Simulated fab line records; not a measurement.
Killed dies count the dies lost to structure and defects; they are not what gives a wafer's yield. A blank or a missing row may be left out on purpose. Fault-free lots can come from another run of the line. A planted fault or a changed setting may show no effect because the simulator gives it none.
fab line records -- flow n5_finfet
record: lots: 7, wafers: 20, last_day: 17
route steps=1938 shown BEOL_M8@1352
lots with no fault: from the same line, run without faults
start_h: hours from the record's opening day to when the first of the lot's shown wafers began -- wait_h: time in hours since the lot's previous step -- " unchanged from the row above -- L1.1+2: a row that stands for several wafers -- - no value, or no start given -- * or withheld: withheld -- < > ~ a bound
route shown NAME@n: names a module that has steps shown in the file, with the first one's number in the route -- usual: mean/standard deviation taken from wafers without a fault -- same: alike in all rows -- chamber/n: place in a boat -- sites: each site's reading -- _std_site: standard deviation across them -- _edge_site: mean of outer sites minus mean of inner sites -- radius_mm: how far each site lies from the wafer's centre -- mask NAME#n: copy n -- behind: the last tool/chamber to shape the wafer -- hold: cause of the lot's hold/its duration in hours/its outcome -- device: the n, p or np transistor that did not switch -- end of line: the tests these same wafers got at the end of their route -- step lacking rows: just its recipe -- killed: the dies lost at the first sort to structure and to defects; this is not the yield of the wafer -- map: per-die view of a wafer (x killed, . not killed, _ where there is no die)
set.NAME: the run value of the setting; set.NAME@STEP: its run value at that earlier step -- model.NAME: the simulator's own value behind a step, which no gauge read
lots seen at some steps along the route; tables by step, rows by wafer
services: a tool's chamber out of use, with start hour (start_h, from the record's first day; less than 0 if before it), hours out, and reason
== steps ==
step: N5_BEOL_M8_STRIP_67
recipe: chemistry: CF4, resist: SiARC, power_w: 300, bias_power_w: 75, pressure_mtorr: 50, cf4_flow_sccm: 150, rf_frequency_hz: 6e+07
usual: drypump_motor_current_A: 5.7/0.38, oes_product_au: 0.80/0.086, rf_vpp_V: 271.6/1.7, showerhead_plenum_p_Torr: 1.82/0.068, throttle_valve_pct: 13.54/0.3
lot.wafer,tool,chamber,start_h,wait_h,drypump_motor_current_A,oes_product_au,rf_hours_counter_h,rf_vpp_V,showerhead_plenum_p_Torr,throttle_valve_pct
L916.4,rie_diel-02,3,200.55,0.0,6.4,0.82,89,271.3,1.78,13.32
L916.5,rie_diel-02,3,200.55,0.0,6.4,0.82,-,272.0,1.78,13.31
L916.6,rie_diel-02,0,200.55,0.0,5.1,0.70,-,267.3,1.70,13.85
L930.2,rie_diel-02,1,281.67,0.0,5.9,0.88,29,273.3,1.91,13.40
L930.4,rie_diel-02,2,281.67,0.0,5.3,0.83,-,270.7,1.91,13.64
L930.6,rie_diel-02,3,281.67,0.0,6.4,0.79,-,271.3,1.78,13.37
L932.2,rie_diel-01,0,291.92,0.0,5.8,0.70,217,271.6,1.88,13.99
L932.3,rie_diel-01,2,291.92,0.0,5.1,0.82,86,269.8,1.72,13.26
L932.4,rie_diel-01,1,291.92,0.0,6.1,0.71,226,269.9,1.75,13.62
L931.3,rie_diel-03,2,299.44,0.0,5.6,0.73,184,270.6,1.80,13.86
L931.4,rie_diel-03,3,299.44,0.0,6.0,0.79,117,271.2,1.82,13.56
L931.5,rie_diel-03,3,299.44,0.0,6.0,0.79,-,271.4,1.82,13.57
L937.1,rie_diel-01,2,326.38,0.0,5.1,0.81,101,269.3,1.72,13.32
L937.2,rie_diel-01,0,326.38,0.0,5.8,0.69,230,272.1,1.87,14.01
L937.5,rie_diel-01,2,326.38,0.0,5.1,0.81,-,269.1,1.72,13.33
L933.3,rie_diel-02,1,328.29,0.0,5.8,0.87,45,273.1,1.90,13.45
L933.4,rie_diel-02,3,328.29,0.0,6.4,0.77,134,271.7,1.77,13.40
L939.1,rie_diel-03,1,342.31,0.0,6.1,0.83,54,270.9,1.75,13.10
L939.2,rie_diel-03,3,342.31,0.0,6.0,0.78,126,270.0,1.81,13.58
L939.3,rie_diel-03,2,342.31,0.0,5.6,0.71,202,270.3,1.80,13.89
step: N5_BEOL_M8_HM_OPEN_17
recipe: chemistry: Cl2/BCl3, target_depth_a: 200, overetch_a: 60, target: TiN, mask_material: SOC, ion_energy_ev: 150, pressure_mtorr: 10, icp_w: 1000, bias_w: 126, Cl2_flow_sccm: 53.25, bcl3_flow_sccm: 21.75, Ar_flow_sccm: 25
usual: drypump_motor_current_A: 5.8/0.35, oes_product_au: 0.72/0.092, throttle_valve_pct: 22.05/0.17
lot.wafer,tool,chamber,start_h,wait_h,drypump_motor_current_A,oes_product_au,rf_hours_counter_h,throttle_valve_pct
L916.4,rie_metal-02,1,200.63,0.1,6.3,0.78,-,21.98
L916.5,rie_metal-02,0,200.63,0.1,5.2,0.80,-,21.89
L916.6,rie_metal-02,1,200.63,0.1,6.3,0.78,-,22.00
L930.2,rie_metal-02,1,281.72,0.0,6.3,0.72,19,22.04
L930.4,rie_metal-02,1,281.72,0.0,6.3,0.73,-,22.04
L930.6,rie_metal-02,1,281.72,0.0,6.3,0.73,-,22.01
L932.2,rie_metal-02,0,291.96,0.0,5.2,0.77,10,21.90
L932.3,rie_metal-02,1,291.96,0.0,6.3,0.73,-,22.01
L932.4,rie_metal-02,0,291.96,0.0,5.2,0.75,-,21.92
L931.3,rie_metal-01,0,299.51,0.1,6.1,0.80,-,21.66
L931.4,rie_metal-01,1,299.51,0.1,5.7,0.69,-,22.13
L931.5,rie_metal-01,1,299.51,0.1,5.7,0.69,-,22.12
L937.1,rie_metal-03,1,326.42,0.0,5.7,0.77,10,22.09
L937.2,rie_metal-03,0,326.42,0.0,5.6,0.56,96,22.31
L937.5,rie_metal-03,0,326.42,0.0,5.6,0.56,-,22.33
L933.3,rie_metal-03,1,328.37,0.1,5.8,0.76,-,22.07
L933.4,rie_metal-03,0,328.37,0.1,5.6,0.55,-,22.32
L939.1,rie_metal-02,0,342.35,0.0,5.2,0.72,14,21.94
L939.2,rie_metal-02,0,342.35,0.0,5.2,0.74,-,21.91
L939.3,rie_metal-02,0,342.35,0.0,5.2,0.73,-,21.93
step: N5_BEOL_M8_STRIP_19
recipe: chemistry: O2, power_w: 400, temp_c: 40, pressure_mtorr: 30, rf_frequency_hz: 6e+07, bias_power_w: 0, overash_fraction: 0.2, o2_flow_sccm: 225
usual: drypump_motor_current_A: 5.7/0.4, oes_product_au: 0.79/0.082, rf_vpp_V: 3.6/0.61, showerhead_plenum_p_Torr: 2.13/0.066, throttle_valve_pct: 16.66/0.28
lot.wafer,tool,chamber,start_h,wait_h,drypump_motor_current_A,oes_product_au,rf_hours_counter_h,rf_vpp_V,showerhead_plenum_p_Torr,throttle_valve_pct
L916.4,rie_diel-01,0,200.71,0.1,5.8,0.71,188,4.2,2.17,16.77
L916.5,rie_diel-01,2,200.71,0.1,5.1,0.86,-,2.7,2.06,16.51
L916.6,rie_diel-01,1,200.71,0.1,6.1,0.75,-,3.5,2.09,16.78
L930.2,rie_diel-02,1,281.95,0.2,5.9,0.87,29,4.4,2.20,16.32
L930.4,rie_diel-02,3,281.95,0.2,6.4,0.77,-,4.2,2.10,16.51
L930.6,rie_diel-02,1,281.95,0.2,5.9,0.88,-,2.9,2.20,16.34
L932.2,rie_diel-03,2,292.07,0.1,5.6,0.71,180,3.4,2.11,16.96
L932.3,rie_diel-03,3,292.07,0.1,6.0,0.80,113,4.5,2.14,16.73
L932.4,rie_diel-03,2,292.07,0.1,5.6,0.71,-,2.8,2.11,16.99
L931.3,rie_diel-03,2,299.59,0.1,5.6,0.72,184,2.4,2.11,17.00
L931.4,rie_diel-03,3,299.59,0.1,6.0,0.81,117,3.4,2.14,16.72
L931.5,rie_diel-03,2,299.59,0.1,5.7,0.72,-,3.6,2.11,16.97
L937.1,rie_diel-02,2,326.54,0.1,5.3,0.80,74,3.9,2.21,16.70
L937.2,rie_diel-02,0,326.54,0.1,5.0,0.92,10,3.2,2.22,16.39
L937.5,rie_diel-02,0,326.54,0.1,5.0,0.92,-,3.1,2.22,16.41
L933.3,rie_diel-01,0,328.47,0.1,5.8,0.67,231,2.4,2.15,16.84
L933.4,rie_diel-01,0,328.47,0.1,5.8,0.66,-,3.7,2.15,16.84
L939.1,rie_diel-01,3,342.58,0.2,5.7,0.97,4,3.0,2.15,16.71
L939.2,rie_diel-01,2,342.58,0.2,5.1,0.79,107,3.2,2.04,16.59
L939.3,rie_diel-01,1,342.58,0.2,6.0,0.70,245,3.5,2.07,16.86
step: N5_BEOL_M8_CD_MEAS_18
recipe: pitch_nm: 80, target_cd_nm: 40
usual: cd_nm: 39.9/0.74
lot.wafer,tool,chamber,start_h,wait_h,cd_nm
L916.4,cd_sem-01,-,200.79,0.1,40.8
L916.5,cd_sem-01,-,200.79,0.1,40.4
L916.6,cd_sem-01,-,200.79,0.1,39.4
L930.2,cd_sem-01,-,282.02,0.1,39.3
L930.4,cd_sem-01,-,282.02,0.1,39.8
L930.6,cd_sem-01,-,282.02,0.1,40.8
L932.2,cd_sem-03,-,292.15,0.1,40.2
L932.3,cd_sem-03,-,292.15,0.1,39.5
L932.4,cd_sem-03,-,292.15,0.1,40.3
L931.3,cd_sem-03,-,299.66,0.1,39.7
L931.4,cd_sem-03,-,299.66,0.1,39.8
L931.5,cd_sem-03,-,299.66,0.1,39.3
L937.1,cd_sem-03,-,326.61,0.0,40.6
L937.2,cd_sem-03,-,326.61,0.0,41.4
L937.5,cd_sem-03,-,326.61,0.0,40.3
L933.3,cd_sem-03,-,328.54,0.1,40.3
L933.4,cd_sem-03,-,328.54,0.1,40.8
L939.1,cd_sem-02,-,342.65,0.0,39.4
L939.2,cd_sem-02,-,342.65,0.0,40.8
L939.3,cd_sem-02,-,342.65,0.0,39.5
step: N5_BEOL_M8_COAT_63
recipe: resist: SOC, temp_c: 250, time_s: 60, spin_rpm: 1500, resist_thk_nm: 60
step: N5_BEOL_M8_COAT_64
recipe: resist: SiARC, temp_c: 220, time_s: 60, spin_rpm: 1500, resist_thk_nm: 12
step: N5_BEOL_M8_COAT_71
recipe: resist: underlayer, temp_c: 205, time_s: 60, spin_rpm: 1500, resist_thk_nm: 5
step: N5_BEOL_M8_COAT_22
recipe: resist: CAR-EUV, spin_rpm: 1500, resist_thk_nm: 30
step: N5_BEOL_M8_EBR_24
recipe: solvent: PGMEA, ebr_width_mm: 1.5
step: N5_BEOL_M8_SOFTBAKE_23
recipe: temp_c: 110, time_s: 60, resist: CAR-EUV
step: N5_BEOL_M8_EXPOSE_25
recipe: mask_id: V7, na: 0.33, source_shape: annular, sigma_inner: 0.4, sigma_outer: 0.8, polarization: unpolarized, target_cd_nm: 40, dose_mj: 42.5
step: N5_BEOL_M8_PEB_26
recipe: peb_temp_c: 100, peb_time_s: 60, resist: CAR-EUV
step: N5_BEOL_M8_DEVELOP_27
recipe: develop_time_s: 30, developer: TMAH, resist: CAR-EUV, rinse_liquid: surfactant_rinse, dry: air_spin, dev_temp_c: 23
usual: chill_plate_temp_C: 22.99/0.1, develop_time_s: 30/0
lot.wafer,tool,chamber,start_h,wait_h,chill_plate_temp_C,develop_time_s,model.CAR-EUV_of_BEOL_M8_COAT_22.thk_nm
L916.4,litho_track-03,0,201.16,-,22.74,30,29.6
L916.5,litho_track-03,0,201.16,-,22.85,30,29.6
L916.6,litho_track-03,0,201.16,-,22.91,30,29.6
L930.2,litho_track-04,-,287.06,-,-,-,30
L930.4,litho_track-04,-,287.06,-,-,-,29.8
L930.6,litho_track-04,-,287.06,-,-,-,29.8
L932.2,litho_track-03,-,293.47,-,-,-,30
L932.3,litho_track-03,-,293.47,-,-,-,30
L932.4,litho_track-03,-,293.47,-,-,-,30
L931.3,litho_track-05,-,303.84,-,-,-,30
L931.4,litho_track-05,-,303.84,-,-,-,30
L931.5,litho_track-05,-,303.84,-,-,-,30.2
L937.1,litho_track-03,0,328.41,-,23.00,30,29.6
L937.2,litho_track-03,0,328.41,-,23.02,30,29.4
L937.5,litho_track-03,0,328.41,-,22.90,30,29.6
L933.3,litho_track-05,0,328.81,-,23.05,30,29.6
L933.4,litho_track-05,0,328.81,-,22.99,30,29.6
L939.1,litho_track-04,0,345.49,-,23.00,30,29.8
L939.2,litho_track-04,0,345.49,-,22.75,30,29.6
L939.3,litho_track-04,0,345.49,-,22.91,30,29.6
step: N5_BEOL_M8_CD_MEAS_28
recipe: target_cd_nm: 40, landing_energy_ev: 500, detector: se_inlens
usual: cd_nm: 39.99/0.26
lot.wafer,tool,chamber,start_h,wait_h,cd_nm
L916.4,cd_sem-02,0,201.22,-,39.79
L916.5,cd_sem-02,0,201.22,-,40.16
L916.6,cd_sem-02,0,201.22,-,40.20
L930.2,cd_sem-01,0,287.12,-,-
L930.4,cd_sem-01,0,287.12,-,-
L930.6,cd_sem-01,0,287.12,-,-
L932.2,cd_sem-03,0,293.53,-,-
L932.3,cd_sem-03,0,293.53,-,-
L932.4,cd_sem-03,0,293.53,-,-
L931.3,cd_sem-02,0,303.90,-,-
L931.4,cd_sem-02,0,303.90,-,-
L931.5,cd_sem-02,0,303.90,-,-
L937.1,cd_sem-02,0,328.47,-,39.66
L937.2,cd_sem-02,0,328.47,-,40.03
L937.5,cd_sem-02,0,328.47,-,40.06
L933.3,cd_sem-03,0,328.87,-,39.59
L933.4,cd_sem-03,0,328.87,-,39.79
L939.1,cd_sem-03,0,345.55,-,39.83
L939.2,cd_sem-03,0,345.55,-,39.87
L939.3,cd_sem-03,0,345.55,-,39.51
== services ==
tool,chamber,start_h,hours,kind
rie_diel-02,1,177.05,-,clean
rie_diel-02,1,177.05,-,consumable_replace:focus_ring
rie_diel-02,1,177.05,-,consumable_replace:showerhead
rie_diel-02,1,177.05,17.0,scheduled_down
rie_diel-02,1,177.05,17.0,vent_cycle
rie_metal-02,0,207.50,13.4,repair
rie_diel-01,0,227.96,4.4,repair
rie_metal-03,-,243.62,1.0,repair
rie_diel-02,0,261.01,-,clean
rie_diel-02,0,261.01,-,consumable_replace:focus_ring
rie_diel-02,0,261.01,-,consumable_replace:showerhead
rie_diel-02,0,261.01,24.3,scheduled_down
rie_diel-02,0,261.01,24.3,vent_cycle
rie_diel-01,0,265.24,2.7,repair
rie_diel-03,3,269.14,2.9,repair
rie_diel-03,0,276.55,9.1,repair
rie_metal-02,1,284.88,5.2,repair
rie_diel-03,0,288.37,9.7,repair
rie_diel-02,-,297.79,0.4,repair
rie_diel-01,3,310.63,-,clean
rie_diel-01,3,310.63,-,consumable_replace:focus_ring
rie_diel-03,3,317.24,16.4,repair
rie_diel-02,0,318.32,7.6,repair
rie_metal-02,1,336.28,8.6,repair
== key ==
first_sign: step: N5_BEOL_M8_DEVELOP_27, reading: tool_record, direction: missing
effect none on later readings
model_effect: step: N5_BEOL_M8_DEVELOP_27, value: CAR-EUV_of_BEOL_M8_COAT_22.thk_nm, without: 29.53, struck: 29.98
met_at N5_BEOL_M8_DEVELOP_27
struck_wafers L930.2,L930.4,L930.6,L931.3,L931.4,L931.5,L932.2,L932.3,L932.4
later_rows_left_out L930.2,L930.4,L930.6,L931.3,L931.4,L931.5,L932.2,L932.3,L932.4
sort_left_out L930.2,L930.4,L930.6,L931.3,L931.4,L931.5,L932.2,L932.3,L932.4
onset_between 201.16 287.06
fault: kind: skipped_step_whole, tool: litho_track-03,litho_track-04,litho_track-05, chamber: -, onset_h: 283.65, steps: N5_BEOL_M8_DEVELOP_27, scope: struck_lots_only
sort_left_out: the simulated sort isn't trusted on such a fault, so these wafers' sort isn't shown, and their yield isn't known
later_rows_left_out: the simulator's readings of these wafers behind a module that went badly wrong aren't trusted and aren't shown, but for the sort
